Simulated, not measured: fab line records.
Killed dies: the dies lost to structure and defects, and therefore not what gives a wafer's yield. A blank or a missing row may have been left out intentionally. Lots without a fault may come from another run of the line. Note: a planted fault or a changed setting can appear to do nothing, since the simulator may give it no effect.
Which of the tools did it? | flow n5_finfet | 10 lots with 28 wafers sampled at 6 steps, on a route of 1938 steps

WHAT THE GAUGES READ, wafer by wafer
N5_BEOL_M1_CD_MEAS_28: target cd y 23.3 nm.
lot  | measured     | on        | cd_nm (nm)
L879 | day 6 11:51  | cd_sem-03 | 24.02 24.19
L882 | day 7 01:28  | cd_sem-01 | 23.95 24.48 24.14
L883 | day 7 01:54  | cd_sem-02 | 24.20 24.41 24.26
L887 | day 8 03:11  | cd_sem-02 | 23.76 23.68 24.17
L888 | day 8 10:23  | cd_sem-03 | 23.96 24.02
L889 | day 8 17:16  | cd_sem-02 | 18.68 24.13 23.69
L890 | day 9 07:26  | cd_sem-02 | 20.37 24.20 24.13
L900 | day 11 09:26 | cd_sem-01 | 23.41 23.83 24.05
L901 | day 11 14:00 | cd_sem-02 | 23.41 24.01 24.19
L902 | day 11 23:49 | cd_sem-03 | 23.84 23.99 24.11

N5_BEOL_M4_RC_MEAS_101.
lot  | measured     | on        | DIBL_N (mV/V)  | DIBL_P (mV/V)  | IOFF_N (nA/um) | IOFF_P (nA/um) | ION_N (uA/um) | ION_P (uA/um) | SS_N (mV/dec)  | SS_P (mV/dec)  | VT_N (mV)   | VT_P (mV)
L879 | day 8 07:03  | prober-02 | 38.0 38.1      | 37.1 37.0      | 0.19 0.19      | 0.23 0.22      | 692 686       | 470 465       | 72.1 71.9      | 73.5 73.8      | 247 249     | -248 -252
L882 | day 9 04:04  | prober-02 | 36.6 35.0 37.3 | 35.9 33.7 37.3 | 0.18 0.14 0.20 | 0.23 0.18 0.25 | 688 659 688   | 476 447 469   | 71.7 71.1 71.7 | 73.7 72.8 74.3 | 245 251 241 | -248 -252 -246
L883 | day 9 07:08  | prober-02 | 32.9 34.0 33.6 | 33.1 35.1 35.0 | 0.10 0.12 0.10 | 0.15 0.18 0.17 | 650 658 643   | 449 463 454   | 71.1 71.1 70.4 | 71.9 72.5 73.3 | 256 254 257 | -252 -250 -252
L887 | day 9 21:13  | prober-01 | 35.8 39.0 36.4 | 36.1 40.3 37.6 | 0.17 0.22 0.18 | 0.22 0.29 0.25 | 674 679 686   | 459 463 467   | 72.0 72.3 70.7 | 72.8 73.5 74.2 | 245 248 248 | -247 -244 -245
L888 | day 10 09:11 | prober-02 | 38.0 37.2      | 38.3 37.9      | 0.20 0.18      | 0.25 0.25      | 684 673       | 474 469       | 70.9 71.1      | 73.9 73.4      | 243 245     | -247 -247
L889 | day 10 11:08 | prober-02 | 39.9 39.2      | 38.2 39.2      | 0.20 0.21      | 0.24 0.23      | 688 693       | 464 468       | 72.2 72.0      | 74.2 74.3      | 248 246     | -248 -249
L890 | day 11 05:43 | prober-01 | 35.1 32.3      | 34.7 31.9      | 0.14 0.10      | 0.23 0.18      | 664 664       | 467 468       | 71.1 70.6      | 73.7 70.9      | 249 255     | -247 -249
L900 | day 13 07:56 | prober-02 | 35.1 39.0 39.5 | 34.5 38.9 40.1 | 0.12 0.17 0.18 | 0.15 0.20 0.21 | 673 664 679   | 450 453 456   | 70.5 72.7 72.6 | 73.3 74.4 73.8 | 255 254 256 | -255 -252 -253
L901 | day 13 10:43 | prober-01 | 36.4 37.7 38.0 | 34.9 37.5 37.4 | 0.14 0.19 0.18 | 0.19 0.22 0.24 | 669 682 678   | 456 464 461   | 71.8 71.5 72.2 | 72.9 74.7 74.3 | 253 247 250 | -251 -251 -246
L902 | day 14 02:49 | prober-01 | 36.4 36.0 33.9 | 36.3 36.5 33.8 | 0.15 0.14 0.12 | 0.18 0.18 0.16 | 654 671 669   | 446 454 458   | 71.6 71.5 70.8 | 73.3 73.3 71.7 | 257 254 254 | -255 -254 -256

EACH LOT AND THE TOOL THAT RAN IT (in order: tool; ch and the chambers of the sampled wafers; start)
lot  | N5_BEOL_M1_HM_DEP_02         | N5_BEOL_M1_STRIP_19                | N5_BEOL_M1_EXPOSE_25              | N5_BEOL_M1_ETCHBACK_99
L879 | pvd_sputter-02, day 6 10:26  | rie_diel-02 ch 2,3, day 6 11:28    | euv_scanner-01 ch 0, day 6 11:43  | rie_diel-06 ch 2, day 6 13:17
L882 | pvd_sputter-01, day 6 23:07  | rie_diel-02 ch 0,1,3, day 7 01:05  | euv_scanner-01 ch 0, day 7 01:19  | rie_diel-05 ch 2,3, day 7 05:39
L883 | pvd_sputter-02, day 6 23:56  | rie_diel-02 ch 0,1,2, day 7 01:31  | euv_scanner-01 ch 0, day 7 01:46  | rie_diel-06 ch 0,1,3, day 7 05:46
L887 | pvd_sputter-02, day 8 01:44  | rie_diel-05 ch 0,1, day 8 02:48    | euv_scanner-01 ch 0, day 8 03:02  | rie_diel-05 ch 0,2,3, day 8 08:37
L888 | pvd_sputter-01, day 8 09:05  | rie_diel-05 ch 2,3, day 8 10:00    | euv_scanner-01 ch 0, day 8 10:14  | rie_diel-05 ch 0,2, day 8 11:53
L889 | pvd_sputter-01, day 8 15:53  | rie_diel-06 ch 1,2,3, day 8 16:53  | euv_scanner-01 ch 0, day 8 17:07  | rie_diel-02 ch 0,1, day 8 18:59
L890 | pvd_sputter-01, day 9 06:00  | rie_diel-06 ch 0,3, day 9 07:02    | euv_scanner-01 ch 0, day 9 07:18  | rie_diel-02 ch 0,2,3, day 9 12:40
L900 | pvd_sputter-03, day 11 07:55 | rie_diel-05 ch 1,2,3, day 11 08:55 | euv_scanner-02 ch 0, day 11 09:17 | rie_diel-06 ch 1,2,3, day 11 10:00
L901 | pvd_sputter-01, day 11 12:42 | rie_diel-02 ch 0,3, day 11 13:37   | euv_scanner-02 ch 0, day 11 13:52 | rie_diel-02 ch 0,1,3, day 11 14:43
L902 | pvd_sputter-01, day 11 22:21 | rie_diel-05 ch 1,2,3, day 11 23:26 | euv_scanner-02 ch 0, day 11 23:41 | rie_diel-05 ch 1,2,3, day 12 13:01
- N5_BEOL_M1_HM_DEP_02: deposits TiN, target thk 20 nm.
- N5_BEOL_M1_STRIP_19: strips in O2.
- N5_BEOL_M1_EXPOSE_25: exposes mask V0, defocus 5 nm, target cd 24 nm.
- N5_BEOL_M1_ETCHBACK_99: etches SiO2 in CHF3, target depth 5 nm, time 10.4 s.

WHAT THE TOOLS THEMSELVES READ (means of the sampled wafers that have a number; where no wafer has one, the mark that the record gives instead)
N5_BEOL_M1_HM_DEP_02.
lot  | tool           | throttle_valve_pct (%)
L879 | pvd_sputter-02 | 29.4
L882 | pvd_sputter-01 | 30.6
L883 | pvd_sputter-02 | 30.5
L887 | pvd_sputter-02 | 30.0
L888 | pvd_sputter-01 | 30.6
L889 | pvd_sputter-01 | 30.7
L890 | pvd_sputter-01 | 30.5
L900 | pvd_sputter-03 | 30.2
L901 | pvd_sputter-01 | 30.5
L902 | pvd_sputter-01 | 30.3

N5_BEOL_M1_STRIP_19.
lot  | tool        | drypump_motor_current_A (A) | oes_product_au (a.u.) | rf_vpp_V (V) | showerhead_plenum_p_Torr (Torr) | throttle_valve_pct (%)
L879 | rie_diel-02 | 6.0                         | 0.86                  | 3.7          | 2.11                            | 16.4
L882 | rie_diel-02 | 5.8                         | 0.77                  | 4.0          | 2.05                            | 16.6
L883 | rie_diel-02 | 5.6                         | 0.77                  | 4.2          | 2.11                            | 16.7
L887 | rie_diel-05 | 5.5                         | 0.83                  | 4.0          | 2.04                            | 16.7
L888 | rie_diel-05 | 6.0                         | 0.77                  | 3.8          | 2.04                            | 16.6
L889 | rie_diel-06 | 6.0                         | 0.81                  | 3.7          | 2.08                            | 16.5
L890 | rie_diel-06 | 6.3                         | 0.89                  | 3.4          | 2.12                            | 16.5
L900 | rie_diel-05 | 5.8                         | 0.73                  | 4.1          | 2.03                            | 16.9
L901 | rie_diel-02 | 5.9                         | 0.79                  | 3.5          | 2.04                            | 16.5
L902 | rie_diel-05 | 5.8                         | 0.74                  | 3.4          | 2.03                            | 16.9

N5_BEOL_M1_ETCHBACK_99.
lot  | tool        | bias_w (W) | drypump_motor_current_A (A) | oes_product_au (a.u.) | rf_vpp_V (V) | showerhead_plenum_p_Torr (Torr) | throttle_valve_pct (%)
L879 | rie_diel-06 | 46.99      | 5.6                         | 0.77                  | 238          | 2.26                            | 16.91
L882 | rie_diel-05 | 47.02      | 5.9                         | 0.76                  | 249          | 2.18                            | 17.25
L883 | rie_diel-06 | 47.10      | 6.1                         | 0.86                  | 235          | 2.11                            | 16.92
L887 | rie_diel-05 | 47.11      | 5.8                         | 0.81                  | 243          | 2.12                            | 16.98
L888 | rie_diel-05 | 46.91      | 5.8                         | 0.82                  | 238          | 2.05                            | 16.75
L889 | rie_diel-02 | 46.94      | 5.8                         | 0.71                  | 231          | 2.05                            | 16.97
L890 | rie_diel-02 | 46.92      | 5.7                         | 0.81                  | 237          | 2.16                            | 17.00
L900 | rie_diel-06 | 47.15      | 6.0                         | 0.78                  | 239          | 2.13                            | 16.97
L901 | rie_diel-02 | 46.95      | 5.8                         | 0.75                  | 234          | 2.08                            | 17.00
L902 | rie_diel-05 | 47.01      | 5.8                         | 0.72                  | 242          | 2.09                            | 17.33

THE ANSWER, worked out from the rows above alone
Rule: the lots themselves supply what counts as usual. Put in order of their means at a reading, lots are off if they are a third of the lots or fewer, leave a main group of 4 or more, and stand apart from it by a gap of 3 or more times the standard deviation of the main group's means; of several such gaps the widest counts. A main group is skipped when, at the precision printed for the reading in the tables above, its means are all equal. A lot without any number at a reading at which 4 lots or more have one is off too. The other lots that the step has rows for count as sound. The gauges are gone through in route order, then the tools' own readings, and for those a lot's mean is taken as printed above. The first step at which some lot is off is used, and at that step the reading that is off furthest; a lot without a number counts as furthest.
Off: L889, L890 (N5_BEOL_M1_CD_MEAS_28, cd_nm). For the main group the mean is 24.01 nm and the standard deviation 0.17.
A tool fits if, at a process step before that reading, it ran every lot that is off, and no sound lot after the first of them. The gauges at N5_BEOL_M1_CD_MEAS_28 are tried like those tools. This does not decide it: 2 tools fit, namely rie_diel-06 at N5_BEOL_M1_STRIP_19 and euv_scanner-01 at N5_BEOL_M1_EXPOSE_25.

WHAT THE SIMULATOR HAD PUT IN
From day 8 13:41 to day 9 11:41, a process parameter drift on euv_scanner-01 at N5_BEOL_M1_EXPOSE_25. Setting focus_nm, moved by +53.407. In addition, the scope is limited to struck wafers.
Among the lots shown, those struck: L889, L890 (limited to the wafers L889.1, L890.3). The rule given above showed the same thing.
